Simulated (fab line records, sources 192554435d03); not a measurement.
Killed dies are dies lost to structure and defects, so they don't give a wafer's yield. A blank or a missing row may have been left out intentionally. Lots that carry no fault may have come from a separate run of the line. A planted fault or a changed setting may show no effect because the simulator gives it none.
The tool behind it: which one? | flow n5_finfet | 33 wafers from 12 lots sampled at 5 of the route's 1938 steps

WHAT EACH GAUGE READ, for each wafer
N5_PMOS_HMC_CHANNEL_EPI_CD_MEAS_09: target cd 237.4 nm.
lot  | measured    | on        | cd_nm (nm)
L122 | day 1 17:13 | cd_sem-01 | 236.2 236.4
L123 | day 1 23:50 | cd_sem-03 | 235.7 237.2 237.4
L125 | day 2 11:25 | cd_sem-03 | 237.1 237.6 236.9
L126 | day 2 17:39 | cd_sem-01 | 237.5 238.8 238.2
L128 | day 3 05:20 | cd_sem-02 | 239.9 235.4 237.2
L129 | day 3 11:14 | cd_sem-01 | 238.1 238.0
L131 | day 3 23:47 | cd_sem-03 | 237.1 238.0 237.5
L134 | day 4 17:42 | cd_sem-02 | 236.2 236.5 235.8
L135 | day 4 23:53 | cd_sem-02 | 238.9 238.4 238.4
L136 | day 5 05:07 | cd_sem-01 | 238.5 239.1 237.9
L144 | day 7 04:52 | cd_sem-02 | 236.4 237.8
L145 | day 7 11:57 | cd_sem-02 | 236.0 236.2 235.5

N5_BEOL_M4_RC_MEAS_101.
lot  | measured     | on        | DIBL_N (mV/V)  | DIBL_P (mV/V)  | IOFF_N (nA/um)    | IOFF_P (nA/um) | ION_N (uA/um) | ION_P (uA/um) | SS_N (mV/dec)  | SS_P (mV/dec)  | VT_N (mV)   | VT_P (mV)
L122 | day 7 20:53  | prober-01 | 40.7 39.1      | 40.5 38.7      | 0.246 0.186       | 0.30 0.25      | 688 671       | 472 466       | 71.9 72.2      | 73.7 74.2      | 243 247     | -246 -248
L123 | day 8 00:02  | prober-02 | 35.3 36.1 36.5 | 35.1 35.6 36.0 | 0.145 0.159 0.167 | 0.20 0.21 0.22 | 682 679 675   | 464 471 462   | 70.8 70.7 70.7 | 72.4 72.5 72.9 | 250 248 249 | -248 -247 -251
L125 | day 9 01:31  | prober-01 | 37.0 38.2 39.1 | 35.5 37.4 37.2 | 0.146 0.175 0.185 | 0.23 0.26 0.27 | 678 678 683   | 464 474 467   | 71.7 71.3 72.3 | 72.9 73.4 73.3 | 249 247 247 | -247 -245 -243
L126 | day 9 08:10  | prober-01 | 33.3 34.5 34.5 | 33.7 34.8 33.9 | 0.114 0.136 0.139 | 0.15 0.17 0.16 | 660 679 669   | 456 470 457   | 70.6 70.5 71.2 | 72.6 72.8 73.1 | 256 255 252 | -255 -252 -254
L128 | day 9 12:29  | prober-01 | 37.1 37.2 36.6 | 36.7 35.5 35.7 | 0.159 0.166 0.150 | 0.21 0.20 0.19 | 679 671 683   | 467 459 461   | 72.0 72.2 71.2 | 73.0 72.8 72.2 | 250 247 249 | -252 -250 -250
L129 | day 9 17:41  | prober-01 | 37.7 35.0      | 40.4 36.8      | 0.219 0.160       | 0.27 0.20      | 702 675       | 478 459       | 71.6 71.2      | 74.7 72.7      | 243 250     | -248 -252
L131 | day 10 15:08 | prober-01 | 37.8 38.0 37.6 | 38.9 39.1 38.2 | 0.187 0.190 0.177 | 0.29 0.29 0.27 | 684 688 673   | 478 479 469   | 71.4 72.1 71.1 | 73.6 73.4 73.6 | 246 248 248 | -243 -243 -244
L134 | day 11 00:25 | prober-02 | 37.0 35.0 35.2 | 34.4 33.2 32.7 | 0.143 0.127 0.130 | 0.18 0.17 0.16 | 663 668 673   | 460 463 459   | 71.6 70.7 71.0 | 73.0 72.5 72.9 | 253 253 254 | -253 -256 -257
L135 | day 11 02:11 | prober-01 | 37.0 36.2 37.1 | 36.9 37.5 37.5 | 0.165 0.169 0.171 | 0.19 0.20 0.20 | 680 685 691   | 460 469 471   | 72.2 71.6 72.1 | 73.3 73.2 74.1 | 249 251 249 | -254 -252 -256
L136 | day 11 05:39 | prober-01 | 37.1 36.4 37.3 | 37.1 36.7 37.1 | 0.172 0.171 0.188 | 0.22 0.21 0.21 | 685 678 676   | 467 462 463   | 71.9 72.1 71.7 | 73.7 73.8 73.6 | 251 249 249 | -254 -251 -252
L144 | day 13 18:03 | prober-01 | 36.7 35.5      | 35.4 34.4      | 0.172 0.151       | 0.21 0.20      | 682 684       | 463 465       | 71.5 71.0      | 73.3 73.7      | 247 246     | -250 -248
L145 | day 13 21:29 | prober-02 | 36.5 35.6 36.0 | 36.4 35.2 35.8 | 0.155 0.144 0.139 | 0.19 0.16 0.17 | 671 678 670   | 453 456 452   | 72.0 71.4 71.6 | 73.5 73.4 73.5 | 250 251 249 | -254 -257 -253

EACH LOT AND THE TOOL THAT RAN IT (in order: tool; ch and the chambers of the sampled wafers; start)
lot  | N5_WELL_APT_COAT_02              | N5_PMOS_HMC_CHANNEL_EPI_FIN_RECESS_16 | N5_PMOS_HMC_CHANNEL_EPI_CMP_21
L122 | litho_track-04 ch 0, day 1 13:25 | rie_si-05 ch 1,2, day 1 17:46         | cmp-03 ch 0,2, day 1 19:16
L123 | litho_track-02 ch 0, day 1 19:45 | rie_si-03 ch 0,2,3, day 2 00:23       | cmp-02 ch 0,1,2, day 2 02:34
L125 | litho_track-02 ch 0, day 2 07:29 | rie_si-05 ch 0,1,3, day 2 11:58       | cmp-04 ch 1,3, day 2 13:53
L126 | litho_track-02 ch 0, day 2 13:25 | rie_si-03 ch 1,2,3, day 2 18:12       | cmp-04 ch 0,2, day 2 19:42
L128 | litho_track-03 ch 0, day 3 01:25 | rie_si-01 ch 0,1, day 3 05:53         | cmp-03 ch 0,1,3, day 3 07:25
L129 | litho_track-03 ch 0, day 3 07:38 | rie_si-05 ch 1,2, day 3 11:47         | cmp-02 ch 0,3, day 3 13:19
L131 | litho_track-04 ch 0, day 3 19:29 | rie_si-01 ch 0,1,2, day 4 00:21       | cmp-02 ch 0,2,3, day 4 01:56
L134 | litho_track-04 ch 0, day 4 13:29 | rie_si-03 ch 0,1,2, day 4 18:15       | cmp-02 ch 0,2,3, day 4 19:47
L135 | litho_track-04 ch 0, day 4 19:31 | rie_si-05 ch 0,1,2, day 5 00:26       | cmp-03 ch 1,3, day 5 01:59
L136 | litho_track-03 ch 0, day 5 01:17 | rie_si-03 ch 0,2,3, day 5 05:40       | cmp-03 ch 1,2, day 5 07:10
L144 | litho_track-03 ch 0, day 7 01:17 | rie_si-01 ch 1,2, day 7 05:35         | cmp-02 ch 0,2, day 7 07:13
L145 | litho_track-02 ch 0, day 7 07:20 | rie_si-03 ch 0,1,3, day 7 12:29       | cmp-02 ch 0,1,3, day 7 14:26
- N5_WELL_APT_COAT_02: resist thk 950 nm.
- N5_PMOS_HMC_CHANNEL_EPI_FIN_RECESS_16: chemistry HBr/Cl2, target Si, target depth 54 nm, time 18 s.
- N5_PMOS_HMC_CHANNEL_EPI_CMP_21: polishes SiGe30, target thk 54 nm.

AS READ BY THE TOOLS THEMSELVES (means over the sampled wafers that have a number; for cases with no such wafer, the mark the record gives instead)
N5_WELL_APT_COAT_02.
lot  | tool           | spin_speed_rpm (rpm)
L122 | litho_track-04 | 1357.5
L123 | litho_track-02 | 1356.5
L125 | litho_track-02 | 1358.5
L126 | litho_track-02 | 1357.7
L128 | litho_track-03 | 1356.9
L129 | litho_track-03 | 1356.9
L131 | litho_track-04 | 1357.2
L134 | litho_track-04 | 1436.6
L135 | litho_track-04 | 1435.5
L136 | litho_track-03 | 1356.4
L144 | litho_track-03 | 1357.1
L145 | litho_track-02 | 1357.3

N5_PMOS_HMC_CHANNEL_EPI_FIN_RECESS_16.
lot  | tool      | chamber_pressure_mTorr (mTorr) | drypump_motor_current_A (A) | oes_product_au (a.u.) | throttle_valve_pct (%)
L122 | rie_si-05 | 9.998                          | 5.7                         | 1.007                 | 35.8
L123 | rie_si-03 | 9.997                          | 5.4                         | 1.013                 | 35.5
L125 | rie_si-05 | 9.994                          | 5.6                         | 1.012                 | 35.7
L126 | rie_si-03 | 10.004                         | 5.4                         | 1.004                 | 35.6
L128 | rie_si-01 | 10.000                         | 5.7                         | 0.987                 | 35.5
L129 | rie_si-05 | 10.006                         | 5.7                         | 1.004                 | 35.7
L131 | rie_si-01 | 9.998                          | 5.8                         | 1.000                 | 35.6
L134 | rie_si-03 | 10.003                         | 5.3                         | 1.004                 | 35.4
L135 | rie_si-05 | 9.993                          | 5.5                         | 0.998                 | 35.7
L136 | rie_si-03 | 9.994                          | 5.3                         | 1.009                 | 35.4
L144 | rie_si-01 | 9.998                          | 5.9                         | 1.002                 | 35.8
L145 | rie_si-03 | 9.997                          | 5.3                         | 0.999                 | 35.2

N5_PMOS_HMC_CHANNEL_EPI_CMP_21.
lot  | tool   | motor_current_A (A)
L122 | cmp-03 | 11.7
L123 | cmp-02 | 12.8
L125 | cmp-04 | 14.2
L126 | cmp-04 | 13.9
L128 | cmp-03 | 12.8
L129 | cmp-02 | 11.1
L131 | cmp-02 | 11.7
L134 | cmp-02 | 11.3
L135 | cmp-03 | 14.5
L136 | cmp-03 | 14.2
L144 | cmp-02 | 11.7
L145 | cmp-02 | 12.2

THE ANSWER, worked out from the rows above alone
Rule: the usual values come from the lots themselves. Put in order of their means at a reading, lots are off if they are a third of the lots or fewer, leave a main group of 4 or more, and stand apart from it by a gap of 3 or more times the standard deviation of the main group's means; of several such gaps the widest counts. Not used: any main group whose means are identical at the precision the tables above print for the reading. A lot without any number at a reading at which 4 lots or more have one is off too. All remaining lots with rows at the step are treated as sound. Order of review: gauges by route order, followed by the tools' own readings, for which a lot's mean as printed above is used. At the first step where some lot is off, the reading lying furthest off is the one used; lots without a number count as furthest.
Off: L134, L135, at N5_WELL_APT_COAT_02 (spin_speed_rpm). The main group: mean 1357.2 rpm, standard deviation 0.58.
If a tool, at that step or one of the process steps before it, ran each lot that is off and ran no sound lot following the first of them, it fits. One fits: N5_WELL_APT_COAT_02 on litho_track-04. Its last sound lot is L131 (day 3 19:29), its first lot that is off L134 (day 4 13:29): a fault that began between those two fits.
The tool's own readings at N5_WELL_APT_COAT_02 bear it out: on the lots that are off they differ by more than 5 times the standard deviation of the sound lots' means. spin_speed_rpm reads 1436.0 rpm there against 1357.2 rpm on the sound lots.

WHAT THE SIMULATOR HAD INSERTED
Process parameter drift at N5_WELL_APT_COAT_02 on litho_track-04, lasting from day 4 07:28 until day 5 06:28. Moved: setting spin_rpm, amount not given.
Struck lots among those shown: L134, L135. The same result came from the rule above.
